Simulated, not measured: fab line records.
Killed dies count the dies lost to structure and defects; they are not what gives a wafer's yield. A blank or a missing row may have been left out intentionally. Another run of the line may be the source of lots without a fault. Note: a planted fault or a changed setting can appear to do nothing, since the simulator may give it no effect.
fab line records | flow n5Finfet
record: lots: 7 wafers: 21
route steps=1938 shown BEOL_M4@1031 BEOL_M5@1154 BEOL_M6@1230 BEOL_M7@1287
startH: start of the lot's first displayed wafer, in hours after the record's first day | waitH: hours from the lot's prior step to this one | " unchanged from the row above | L1.1+2: one row covering several wafers at once | - value missing, or start not given | * or withheld: withheld | < > ~ a bound
route shown NAME@n: names a module that has steps shown in the file, with the first one's number in the route | usual: the fault-free wafers' mean and standard deviation | same: alike in all rows | chamber/n: place in a boat | sites: readings site by site | _std_site: standard deviation across them | _edge_site: mean of outer sites minus mean of inner sites | radiusMm: how far each site lies from the wafer's centre | mask NAME#n: copy n | behind: the most recent tool/chamber to have shaped the wafer | hold: why the lot went on hold/how many hours it stayed there/how the hold came to an end | device: the transistor (n, p or np) that didn't switch | end of line: at the end of the route, the tests of the same wafers | a step without rows: its recipe alone | killed: at the first sort, the dies lost to defects and structure; wafer yield is something else | map: shows each die of a wafer: x if killed, . if not, _ if none is there
set.NAME: the setting that was run; set.NAME@STEP: the one run at that earlier step | model.NAME: the simulator's own value behind a step, which no gauge read
lots whose settings were changed on purpose; a table a step, a row a wafer
== steps ==
step: N5_BEOL_M4_EXPOSE_08
recipe: maskId: M4 na: 0.33 sourceShape: dipole sigmaInner: 0.369 sigmaOuter: 0.767 polarization: unpolarized doseMj: 41.25
columns lot.wafer tool chamber startH waitH mask set.doseMj
L077.2+4+6 euvScanner-01 0 181.08 - M4#0 41.25
L074.3+4+6 euvScanner-01 0 196.79 - M4#0 41.25
L079.4 euvScanner-02 0 198.87 - M4#0 43.4
L079.5+6 " 0 " " M4#0 41.25
L082.1+5 euvScanner-01 0 210.94 - M4#0 41.25
L082.6 " 0 " " M4#0 39.27
L085.3 euvScanner-02 0 223.50 - M4#0 41.25
L085.4+6 " 0 " " M4#0 42.94
L087.4+5 euvScanner-02 0 271.88 - M4#0 42.11
L087.6 " 0 " " M4#0 41.25
L092.1+4 euvScanner-02 0 277.68 - M4#0 41.25
L092.5 " 0 " " M4#0 43.41
step: N5_BEOL_M4_PEB_09
recipe: pebTempC: 100 pebTimeS: 60 resist: CAR-EUV
step: N5_BEOL_M4_DEVELOP_10
recipe: developTimeS: 30 developer: TMAH resist: CAR-EUV rinseLiquid: surfactantRinse dry: airSpin devTempC: 23
step: N5_BEOL_M4_CD_MEAS_11
recipe: targetCdNm: 16.79 landingEnergyEv: 500 detector: seInlens polarity: opening
usual: cdNm: 16.81/0.22
columns lot.wafer tool chamber startH waitH set.doseMj@BEOL_M4_EXPOSE_08 cdNm
L077.2 cdSem-02 0 181.21 - 41.25 16.69
L077.4 " 0 " " 41.25 16.76
L077.6 " 0 " " 41.25 16.55
L074.3 cdSem-02 0 196.91 - 41.25 16.70
L074.4 " 0 " " 41.25 16.68
L074.6 " 0 " " 41.25 16.84
L079.4 cdSem-03 0 198.98 - 43.4 17.59
L079.5 " 0 " " 41.25 16.78
L079.6 " 0 " " 41.25 16.69
L082.1 cdSem-03 0 211.07 - 41.25 16.80
L082.5 " 0 " " 41.25 16.87
L082.6 " 0 " " 39.27 15.77
L085.3 cdSem-03 0 223.62 - 41.25 17.06
L085.4 " 0 " " 42.94 17.67
L085.6 " 0 " " 42.94 17.72
L087.4 cdSem-03 0 272.00 - 42.11 17.47
L087.5 " 0 " " 42.11 17.03
L087.6 " 0 " " 41.25 16.88
L092.1 cdSem-03 0 277.81 - 41.25 16.71
L092.4 " 0 " " 41.25 16.99
L092.5 " 0 " " 43.41 18.44
step: N5_BEOL_M4_DESCUM_16
recipe: chemistry: O2 timeS: 7 sourcePowerW: 50 biasPowerW: 20 pressureMtorr: 20 rfFrequencyHz: 2.712e+07 tempC: 40 resist: CAR-EUV o2FlowSccm: 225
step: N5_BEOL_M4_ETCH_74
recipe: chemistry: N2/H2 target: underlayer targetDepthA: 65 maskMaterial: CAR-EUV timeS: 5.2 ionEnergyEv: 200 pressureMtorr: 30 sourceW: 840 biasW: 150 n2FlowSccm: 200 h2FlowSccm: 200 ends: cleared
columns lot.wafer tool chamber startH waitH set.doseMj@BEOL_M4_EXPOSE_08 model.BEOL_M4.cdOffsetNm
L077.2 rieDiel-01 1 181.73 0.0 41.25 0.2
L077.4 " 0 " " 41.25 0
L077.6 " 2 " " 41.25 -0.2
L074.3+4 rieDiel-05 3,1 197.07 0.0 41.25 0
L074.6 " 2 " " 41.25 0.2
L079.4 rieDiel-03 1 199.13 0.0 43.4 0.8
L079.5+6 " 3,0 " " 41.25 0.2
L082.1 rieDiel-05 3 211.24 0.0 41.25 0
L082.5 " 1 " " 41.25 -0.2
L082.6 " 0 " " 39.27 -1
L085.3 rieDiel-05 0 223.77 0.0 41.25 0
L085.4 " 3 " " 42.94 0.8
L085.6 " 3 " " 42.94 1
L087.4 rieDiel-01 2 272.58 0.0 42.11 0.4
L087.5 " 1 " " 42.11 0.6
L087.6 " 2 " " 41.25 0
L092.1 rieDiel-01 3 277.97 0.0 41.25 0.2
L092.4 " 0 " " 41.25 0
L092.5 " 2 " " 43.41 1
step: N5_BEOL_M4_ETCH_63
recipe: chemistry: CF4 target: SiARC targetDepthA: 156 maskMaterial: CAR-EUV timeS: 26 ionEnergyEv: 80 pressureMtorr: 40 sourceW: 545 biasW: 36 Ar_flow_sccm: 100 cf4FlowSccm: 100 ends: cleared
columns lot.wafer tool chamber startH waitH set.doseMj@BEOL_M4_EXPOSE_08 model.BEOL_M4.cdOffsetNm
L077.2 rieDiel-01 1 181.75 0.0 41.25 0.4
L077.4+6 " 0,2 " " 41.25 0
L074.3 rieDiel-05 3 197.08 0.0 41.25 0.2
L074.4+6 " 1,2 " " 41.25 0
L079.4 rieDiel-03 1 199.15 0.0 43.4 0.8
L079.5+6 " 3,0 " " 41.25 0.2
L082.1 rieDiel-05 3 211.26 0.0 41.25 0
L082.5 " 1 " " 41.25 -0.2
L082.6 " 0 " " 39.27 -1
L085.3 rieDiel-05 0 223.79 0.0 41.25 0
L085.4 " 3 " " 42.94 0.8
L085.6 " 3 " " 42.94 1
L087.4 rieDiel-01 2 272.59 0.0 42.11 0.4
L087.5 " 1 " " 42.11 0.8
L087.6 " 2 " " 41.25 0
L092.1 rieDiel-01 3 277.99 0.0 41.25 0.2
L092.4 " 0 " " 41.25 0
L092.5 " 2 " " 43.41 1.2
step: N5_BEOL_M4_ETCH_64
recipe: chemistry: N2/H2 target: SOC targetDepthA: 750 overetchA: 225 maskMaterial: SiARC tempC: 40 timeS: 121.9 ionEnergyEv: 200 pressureMtorr: 30 sourceW: 840 biasW: 150 n2FlowSccm: 200 h2FlowSccm: 200
usual: rfVppV: 524.9/2.3
columns lot.wafer tool chamber startH waitH set.biasW set.doseMj@BEOL_M4_EXPOSE_08 rfVppV model.SiARC_of_BEOL_M4_COAT_62.thkNm model.BEOL_M4.cdOffsetNm
L077.2 rieDiel-01 1 181.78 0.0 150 41.25 524.2 6.2 -0.2
L077.4 " 0 " " 162.6 41.25 552.6 6 -0.2
L077.6 " 2 " " 162.6 41.25 553.8 5.6 -0.2
L074.3 rieDiel-05 3 197.11 0.0 150 41.25 528.8 6.6 0.2
L074.4 " 1 " " 150 41.25 521.7 6.4 0.2
L074.6 " 2 " " 150 41.25 526.8 5.8 0
L079.4 rieDiel-03 1 199.18 0.0 150 43.4 525.2 6.6 0.8
L079.5 " 3 " " 175.1 41.25 573.2 5.4 0.4
L079.6 " 0 " " 175.1 41.25 581.4 5 0.2
L082.1 rieDiel-05 3 211.29 0.0 150 41.25 527.9 6.4 0.2
L082.5 " 1 " " 125.9 41.25 467.2 7.4 0
L082.6 " 0 " " 125.9 39.27 467.9 7.6 -0.8
L085.3 rieDiel-05 0 223.82 0.0 150 41.25 521.3 6.6 0.2
L085.4 " 3 " " 139.8 42.94 506.0 7 0.6
L085.6 " 3 " " 139.8 42.94 503.9 7 0.8
L087.4 rieDiel-01 2 272.62 0.0 167.7 42.11 564.5 5.4 0.4
L087.5 " 1 " " 167.7 42.11 563.0 5.4 0.6
L087.6 " 2 " " 167.7 41.25 564.2 5.4 -0.2
L092.1 rieDiel-01 3 278.02 0.0 150 41.25 525.4 6.4 -0.2
L092.4 " 0 " " 158 41.25 541.0 6.2 -0.2
L092.5 " 2 " " 158 43.41 543.8 6 0.8
step: N5_BEOL_M4_DESCUM_33
recipe: chemistry: O2 timeS: 7 sourcePowerW: 50 biasPowerW: 20 pressureMtorr: 20 rfFrequencyHz: 2.712e+07 tempC: 40 resist: CAR-EUV o2FlowSccm: 225
columns lot.wafer tool chamber startH waitH set.timeS model.CAR-EUV_of_BEOL_M4_COAT_22.thkNm
L077.2+4 rieDiel-05 3,2 182.67 0.0 7 26
L077.6 " 3 " " 5.856 26.6
L074.3+4+6 rieDiel-01 1,3,3 198.31 0.3 7 26
L079.4 rieDiel-05 0 200.10 0.0 5.981 26.6
L079.5 " 2 " " 7 26
L079.6 " 1 " " 5.981 26.4
L082.1 rieDiel-03 2 212.11 0.1 5.77 26.6
L082.5 " 0 " " 7 26
L082.6 " 1 " " 7 26.2
L085.3+4 rieDiel-05 2,3 224.74 0.0 7 26
L085.6 " 2 " " 8.428 25.4
L087.4+5 rieDiel-03 2,0 273.51 0.1 7 26
L087.6 " 1 " " 7 26.2
L092.1+4 rieDiel-03 1,0 278.94 0.0 8.384 25.4
L092.5 " 0 " " 7 26.2
step: N5_BEOL_M4_ETCH_77
recipe: chemistry: N2/H2 target: underlayer targetDepthA: 65 maskMaterial: CAR-EUV timeS: 5.2 ionEnergyEv: 200 pressureMtorr: 30 sourceW: 840 biasW: 150 n2FlowSccm: 200 h2FlowSccm: 200 ends: cleared
columns lot.wafer tool chamber startH waitH set.timeS@BEOL_M4_DESCUM_33 model.CAR-EUV_of_BEOL_M4_COAT_22.thkNm
L077.2+4 rieDiel-05 3,2 182.71 0.0 7 20.4
L077.6 " 3 " " 5.856 20.8
L074.3+6 rieDiel-01 1,3 198.35 0.0 7 20.4
L074.4 " 3 " " 7 20.2
L079.4 rieDiel-05 0 200.13 0.0 5.981 20.8
L079.5 " 2 " " 7 20.4
L079.6 " 1 " " 5.981 20.6
L082.1 rieDiel-03 2 212.14 0.0 5.77 21
L082.5 " 0 " " 7 20.4
L082.6 " 1 " " 7 20.6
L085.3 rieDiel-05 2 224.77 0.0 7 20.2
L085.4 " 3 " " 7 20.4
L085.6 " 2 " " 8.428 19.6
L087.4+5 rieDiel-03 2,0 273.55 0.0 7 20.4
L087.6 " 1 " " 7 20.6
L092.1 rieDiel-03 1 278.97 0.0 8.384 19.8
L092.4 " 0 " " 8.384 19.6
L092.5 " 0 " " 7 20.4
step: N5_BEOL_M4_ETCH_69
recipe: chemistry: CF4 target: SiARC targetDepthA: 156 maskMaterial: CAR-EUV timeS: 26 ionEnergyEv: 80 pressureMtorr: 40 sourceW: 545 biasW: 36 Ar_flow_sccm: 100 cf4FlowSccm: 100 ends: cleared
columns lot.wafer tool chamber startH waitH set.timeS@BEOL_M4_DESCUM_33 model.CAR-EUV_of_BEOL_M4_COAT_22.thkNm
L077.2 rieDiel-05 3 182.72 0.0 7 11
L077.4 " 2 " " 7 11.2
L077.6 " 3 " " 5.856 11.6
L074.3 rieDiel-01 1 198.36 0.0 7 11
L074.4+6 " 3 " " 7 11.2
L079.4+6 rieDiel-05 0,1 200.15 0.0 5.981 11.6
L079.5 " 2 " " 7 11.2
L082.1 rieDiel-03 2 212.16 0.0 5.77 11.8
L082.5 " 0 " " 7 11.2
L082.6 " 1 " " 7 11.4
L085.3 rieDiel-05 2 224.79 0.0 7 11
L085.4 " 3 " " 7 11.2
L085.6 " 2 " " 8.428 10.4
L087.4+5 rieDiel-03 2,0 273.57 0.0 7 11.2
L087.6 " 1 " " 7 11.4
L092.1 rieDiel-03 1 278.99 0.0 8.384 10.6
L092.4 " 0 " " 8.384 10.4
L092.5 " 0 " " 7 11.2
step: N5_BEOL_M4_TRENCH_ETCH_37
recipe: chemistry: C4F6/O2 targetDepthA: 555.55 target: SiOC timeS: 29.2 ionEnergyEv: 250 pressureMtorr: 30 sourceW: 355 biasW: 185 Ar_flow_sccm: 300 C4F6_flow_sccm: 10 O2_flow_sccm: 10
usual: rfVppV: 665/15
columns lot.wafer tool chamber startH waitH set.biasW rfVppV
L077.2 rieDiel-05 3 - - 208.2 736
L077.4 " 0 " " 208.2 709
L077.6 " 0 " " 185 646
L074.3 rieDiel-05 2 - - 185 679
L074.4 " 1 " " 185 637
L074.6 " 2 " " 185 678
L079.4 rieDiel-05 1 - - 185 638
L079.5 " 2 " " 185 678
L079.6 " 1 " " 185 638
L082.1 rieDiel-03 1 - - 185 667
L082.5 " 1 " " 185 666
L082.6 " 0 " " 166.1 610
L085.3 rieDiel-03 0 - - 193.6 690
L085.4 " 0 " " 193.6 689
L085.6 " 1 " " 193.6 690
L087.4 rieDiel-03 2 - - 159.8 611
L087.5 " 1 " " 185 666
L087.6 " 0 " " 159.8 592
L092.1 rieDiel-03 0 - - 193.8 691
L092.4 " 1 " " 193.8 693
L092.5 " 3 " " 193.8 673
step: N5_BEOL_M5_ETCH_68
recipe: chemistry: N2/H2 target: SOC targetDepthA: 800 overetchA: 160 maskMaterial: SiARC tempC: 40 timeS: 120 ionEnergyEv: 200 pressureMtorr: 30 sourceW: 840 biasW: 150 n2FlowSccm: 200 h2FlowSccm: 200
columns lot.wafer tool chamber startH waitH set.timeS model.SiARC_of_BEOL_M5_COAT_66.thkNm
L077.2 rieDiel-06 2 195.98 0.0 120 6.8
L077.4 " 0 " " 94.75 7.4
L077.6 " 3 " " 120 6.4
L074.3+4 rieDiel-04 1 218.61 0.0 120 6.6
L074.6 " 3 " " 120 6.2
L079.4 rieDiel-02 3 223.05 0.0 98.51 7.8
L079.5+6 " 0,3 " " 98.51 7.6
L082.1+6 rieDiel-02 2 225.11 0.0 142.6 5.6
L082.5 " 1 " " 120 6.6
L085.3 rieDiel-04 2 246.30 0.0 130 5.8
L085.4 " 2 " " 120 6.2
L085.6 " 3 " " 120 6
L087.4 rieDiel-06 1 288.47 0.0 120 6.4
L087.5 " 3 " " 96.18 7.6
L087.6 " 2 " " 96.18 7.8
L092.1+4 rieDiel-02 2,1 295.16 0.0 120 6.6
L092.5 " 3 " " 120 6.8
step: N5_BEOL_M5_TRENCH_ETCH_37
recipe: chemistry: C4F6/O2 targetDepthA: 716.52 target: SiCOH_lowk timeS: 24.7 ionEnergyEv: 250 pressureMtorr: 30 sourceW: 345 biasW: 185 Ar_flow_sccm: 300 C4F6_flow_sccm: 10 O2_flow_sccm: 10
usual: rfVppV: 668/12
columns lot.wafer tool chamber startH waitH set.biasW rfVppV
L077.2 rieDiel-06 2 - - 185 669
L077.4 " 0 " " 169.5 620
L077.6 " 3 " " 169.5 629
L074.3 rieDiel-04 1 - - 185 650
L074.4 " 1 " " 185 651
L074.6 " 3 " " 185 666
L079.4 rieDiel-02 3 - - 161.1 577
L079.5 " 0 " " 185 670
L079.6 " 3 " " 185 643
L082.1 rieDiel-02 2 - - 172.4 640
L082.5 " 1 " " 172.4 638
L082.6 " 2 " " 185 675
L085.3 rieDiel-04 2 - - 185 689
L085.4 " 2 " " 185 691
L085.6 " 3 " " 185 664
L087.4 rieDiel-06 1 - - 168.4 626
L087.5 " 3 " " 168.4 626
L087.6 " 2 " " 185 668
L092.1 rieDiel-02 2 - - 171.2 635
L092.4 " 1 " " 185 673
L092.5 " 3 " " 185 641
step: N5_BEOL_M6_DESCUM_33
recipe: chemistry: O2 timeS: 7 sourcePowerW: 50 biasPowerW: 20 pressureMtorr: 20 rfFrequencyHz: 2.712e+07 tempC: 40 resist: CAR-EUV o2FlowSccm: 225
columns lot.wafer tool chamber startH waitH set.timeS model.CAR-EUV_of_BEOL_M6_COAT_22.thkNm
L077.2+4+6 rieDiel-03 0,2,1 209.92 0.0 6.296 26.4
L074.3+4 rieDiel-05 0,1 234.49 0.0 7 26
L074.6 " 2 " " 7 26.2
L079.4 rieDiel-01 1 234.58 0.0 8.496 25.2
L079.5+6 " 1,2 " " 7 26
L082.1 rieDiel-03 2 244.81 0.9 5.719 26.8
L082.5 " 0 " " 5.719 26.6
L082.6 " 1 " " 7 26.2
L085.3+4 rieDiel-01 0,1 260.17 0.1 7 26.2
L085.6 " 2 " " 7 26
L087.4+6 rieDiel-01 0 299.75 0.0 7 26.2
L087.5 " 1 " " 7 26
L092.1+4+5 rieDiel-05 2,1,3 306.50 0.6 7 26
step: N5_BEOL_M7_COAT_63
recipe: resist: SOC tempC: 250 timeS: 60 spinRpm: 1500 resistThkNm: 60
columns lot.wafer tool chamber startH waitH set.spinRpm model.SOC_of_BEOL_M7_COAT_63.thkNm
L077.2+4 lithoTrack-05 0 218.57 1.9 1500 60.2
L077.6 " 0 " " 1457 61
L079.4+6 lithoTrack-03 0 243.51 2.4 1500 60.2
L079.5 " 0 " " 1551 59
L074.3+6 lithoTrack-05 0 243.52 2.3 1500 60
L074.4 " 0 " " 1500 60.2
L082.1 lithoTrack-03 0 253.19 0.2 1500 60.2
L082.5+6 " 0 " " 1500 60
L085.3 lithoTrack-05 0 265.28 0.0 1500 60
L085.4 " 0 " " 1380 62.8
L085.6 " 0 " " 1500 60.2
L087.4+5 lithoTrack-03 0 305.35 0.4 1500 60.2
L087.6 " 0 " " 1500 60.4
L092.1+4 lithoTrack-05 0 314.98 0.2 1500 59.8
L092.5 " 0 " " 1626 57.4
step: N5_BEOL_M7_COAT_22
recipe: resist: CAR-EUV spinRpm: 1500 resistThkNm: 30
columns lot.wafer tool chamber startH waitH set.spinRpm model.CAR-EUV_of_BEOL_M7_COAT_22.thkNm
L077.2+6 lithoTrack-05 0 - - 1500 30
L077.4 " 0 " " 1500 29.8
L079.4+5 lithoTrack-03 0 - - 1500 30
L079.6 " 0 " " 1361 31.6
L074.3+4+6 lithoTrack-05 0 - - 1500 29.8
L082.1+6 lithoTrack-03 0 - - 1500 30
L082.5 " 0 " " 1615 28.8
L085.3 lithoTrack-05 0 - - 1394 31
L085.4+6 " 0 " " 1500 30
L087.4+6 lithoTrack-03 0 - - 1500 30.2
L087.5 " 0 " " 1500 30
L092.1 lithoTrack-05 0 - - 1367 31.2
L092.4 " 0 " " 1500 29.8
L092.5 " 0 " " 1367 31.4
step: N5_BEOL_M7_EBR_24
recipe: solvent: PGMEA ebrWidthMm: 1.5
step: N5_BEOL_M7_SOFTBAKE_23
recipe: tempC: 110 timeS: 60 resist: CAR-EUV
step: N5_BEOL_M7_DESCUM_33
recipe: chemistry: O2 timeS: 7 sourcePowerW: 50 biasPowerW: 20 pressureMtorr: 20 rfFrequencyHz: 2.712e+07 tempC: 40 resist: CAR-EUV o2FlowSccm: 225
step: N5_BEOL_M7_ETCH_72
recipe: chemistry: N2/H2 target: underlayer targetDepthA: 65 maskMaterial: CAR-EUV timeS: 5.2 ionEnergyEv: 200 pressureMtorr: 30 sourceW: 840 biasW: 150 n2FlowSccm: 200 h2FlowSccm: 200 ends: cleared
step: N5_BEOL_M7_ETCH_65
recipe: chemistry: CF4 target: SiARC targetDepthA: 156 maskMaterial: CAR-EUV timeS: 26 ionEnergyEv: 80 pressureMtorr: 40 sourceW: 545 biasW: 36 Ar_flow_sccm: 100 cf4FlowSccm: 100 ends: cleared
columns lot.wafer tool chamber startH waitH set.spinRpm@BEOL_M7_COAT_22 model.CAR-EUV_of_BEOL_M7_COAT_22.thkNm
L077.2+4 rieDiel-06 2,3 219.23 0.0 1500 11
L077.6 " 3 " " 1500 11.2
L079.4 rieDiel-04 1 244.56 0.0 1500 11
L079.5 " 2 " " 1500 11.2
L079.6 " 3 " " 1361 12.6
L074.3+4+6 rieDiel-06 0,1,0 244.92 0.0 1500 11
L082.1+6 rieDiel-02 3 253.66 0.0 1500 11
L082.5 " 0 " " 1615 10
L085.3 rieDiel-04 2 265.73 0.0 1394 12.2
L085.4+6 " 3,0 " " 1500 11.2
L087.4+5+6 rieDiel-06 2,2,3 305.91 0.0 1500 11.2
L092.1+5 rieDiel-02 0,3 315.42 0.0 1367 12.4
L092.4 " 2 " " 1500 11
step: N5_BEOL_M7_ETCH_66
recipe: chemistry: N2/H2 target: SOC targetDepthA: 800 overetchA: 160 maskMaterial: SiARC tempC: 40 timeS: 120 ionEnergyEv: 200 pressureMtorr: 30 sourceW: 840 biasW: 150 n2FlowSccm: 200 h2FlowSccm: 200
columns lot.wafer tool chamber startH waitH set.spinRpm@BEOL_M7_COAT_63 model.etch.depthNm
L077.2 rieDiel-06 2 219.26 0.0 1500 60.26
L077.4 " 3 " " 1500 60.11
L077.6 " 3 " " 1457 60.9
L079.4 rieDiel-04 1 244.62 0.0 1500 60.21
L079.5 " 2 " " 1551 59.02
L079.6 " 3 " " 1500 60.26
L074.3 rieDiel-06 0 244.95 0.0 1500 60.1
L074.4 " 1 " " 1500 60.17
L074.6 " 0 " " 1500 60.04
L082.1 rieDiel-02 3 253.69 0.0 1500 60.19
L082.5 " 0 " " 1500 59.97
L082.6 " 3 " " 1500 59.92
L085.3 rieDiel-04 2 265.76 0.0 1500 59.99
L085.4 " 3 " " 1380 62.74
L085.6 " 0 " " 1500 60.23
L087.4 rieDiel-06 2 305.94 0.0 1500 60.25
L087.5 " 2 " " 1500 60.23
L087.6 " 3 " " 1500 60.33
L092.1 rieDiel-02 0 315.45 0.0 1500 59.85
L092.4 " 2 " " 1500 59.78
L092.5 " 3 " " 1626 57.31
step: N5_BEOL_M7_STRIP_69
recipe: chemistry: N2/H2 tempC: 40 n2FlowSccm: 200 h2FlowSccm: 200 rfFrequencyHz: 6e+07
step: N5_BEOL_M7_STRIP_73
recipe: chemistry: N2/H2 tempC: 40 n2FlowSccm: 200 h2FlowSccm: 200 rfFrequencyHz: 6e+07
step: N5_BEOL_M7_VIA_ETCH_34
recipe: chemistry: C4F6/O2 target: SiCOH_lowk targetDepthA: 1255 maskMaterial: SOC taperDeg: 4 timeS: 50.5 ionEnergyEv: 250 pressureMtorr: 30 sourceW: 345 biasW: 185 Ar_flow_sccm: 300 C4F6_flow_sccm: 10 O2_flow_sccm: 10
columns lot.wafer tool chamber startH waitH set.spinRpm@BEOL_M7_COAT_63 model.SOC_of_BEOL_M7_COAT_63.thkNm
L077.2 rieDiel-06 2 219.36 0.0 1500 54.4
L077.4 " 3 " " 1500 54
L077.6 " 3 " " 1457 54.8
L079.4 rieDiel-04 1 244.70 0.0 1500 54.4
L079.5 " 2 " " 1551 52.8
L079.6 " 3 " " 1500 54
L074.3+6 rieDiel-06 0 245.05 0.0 1500 53.8
L074.4 " 1 " " 1500 54.2
L082.1 rieDiel-02 3 253.79 0.0 1500 54
L082.5 " 0 " " 1500 54.2
L082.6 " 3 " " 1500 53.8
L085.3+6 rieDiel-04 2,0 265.86 0.0 1500 53.8
L085.4 " 3 " " 1380 56.4
L087.4+6 rieDiel-06 2,3 306.04 0.0 1500 54.4
L087.5 " 2 " " 1500 54.2
L092.1 rieDiel-02 0 315.55 0.0 1500 53.8
L092.4 " 2 " " 1500 54
L092.5 " 3 " " 1626 51.2
== key ==
split: step: N5_BEOL_M4_EXPOSE_08 setting: doseMj stated: 41.25 by: wafer
response: step: N5_BEOL_M4_CD_MEAS_11 reading: cdNm change: +0.215 per: 1% r: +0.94
response: step: N5_BEOL_M4_ETCH_74 reading: model.BEOL_M4.cdOffsetNm change: +0.171 per: 1% r: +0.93
response: step: N5_BEOL_M4_ETCH_63 reading: model.BEOL_M4.cdOffsetNm change: +0.184 per: 1% r: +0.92
response: step: N5_BEOL_M4_ETCH_64 reading: model.BEOL_M4.cdOffsetNm change: +0.159 per: 1% r: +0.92
split: step: N5_BEOL_M4_ETCH_64 setting: biasW stated: 150 by: wafer
response: step: N5_BEOL_M4_ETCH_64 reading: rfVppV change: +3.35 per: 1% r: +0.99
response: step: N5_BEOL_M4_ETCH_64 reading: model.SiARC_of_BEOL_M4_COAT_62.thkNm change: -0.0714 per: 1% r: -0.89
split: step: N5_BEOL_M4_DESCUM_33 setting: timeS stated: 7 by: wafer
response: step: N5_BEOL_M4_DESCUM_33 reading: model.CAR-EUV_of_BEOL_M4_COAT_22.thkNm change: -0.0338 per: 1% r: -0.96
response: step: N5_BEOL_M4_ETCH_77 reading: model.CAR-EUV_of_BEOL_M4_COAT_22.thkNm change: -0.03 per: 1% r: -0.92
response: step: N5_BEOL_M4_ETCH_69 reading: model.CAR-EUV_of_BEOL_M4_COAT_22.thkNm change: -0.0319 per: 1% r: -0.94
split: step: N5_BEOL_M4_TRENCH_ETCH_37 setting: biasW stated: 185 by: wafer
response: step: N5_BEOL_M4_TRENCH_ETCH_37 reading: rfVppV change: +5.38 per: 1% r: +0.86
split: step: N5_BEOL_M5_ETCH_68 setting: timeS stated: 120 by: wafer
response: step: N5_BEOL_M5_ETCH_68 reading: model.SiARC_of_BEOL_M5_COAT_66.thkNm change: -0.0507 per: 1% r: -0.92
split: step: N5_BEOL_M5_TRENCH_ETCH_37 setting: biasW stated: 185 by: wafer
response: step: N5_BEOL_M5_TRENCH_ETCH_37 reading: rfVppV change: +5.24 per: 1% r: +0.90
split: step: N5_BEOL_M6_DESCUM_33 setting: timeS stated: 7 by: wafer
response: step: N5_BEOL_M6_DESCUM_33 reading: model.CAR-EUV_of_BEOL_M6_COAT_22.thkNm change: -0.0332 per: 1% r: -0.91
split: step: N5_BEOL_M7_COAT_63 setting: spinRpm stated: 1500 by: wafer
response: step: N5_BEOL_M7_COAT_63 reading: model.SOC_of_BEOL_M7_COAT_63.thkNm change: -0.312 per: 1% r: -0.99
response: step: N5_BEOL_M7_ETCH_66 reading: model.etch.depthNm change: -0.313 per: 1% r: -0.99
response: step: N5_BEOL_M7_VIA_ETCH_34 reading: model.SOC_of_BEOL_M7_COAT_63.thkNm change: -0.324 per: 1% r: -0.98
split: step: N5_BEOL_M7_COAT_22 setting: spinRpm stated: 1500 by: wafer
response: step: N5_BEOL_M7_COAT_22 reading: model.CAR-EUV_of_BEOL_M7_COAT_22.thkNm change: -0.162 per: 1% r: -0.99
response: step: N5_BEOL_M7_ETCH_65 reading: model.CAR-EUV_of_BEOL_M7_COAT_22.thkNm change: -0.15 per: 1% r: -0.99
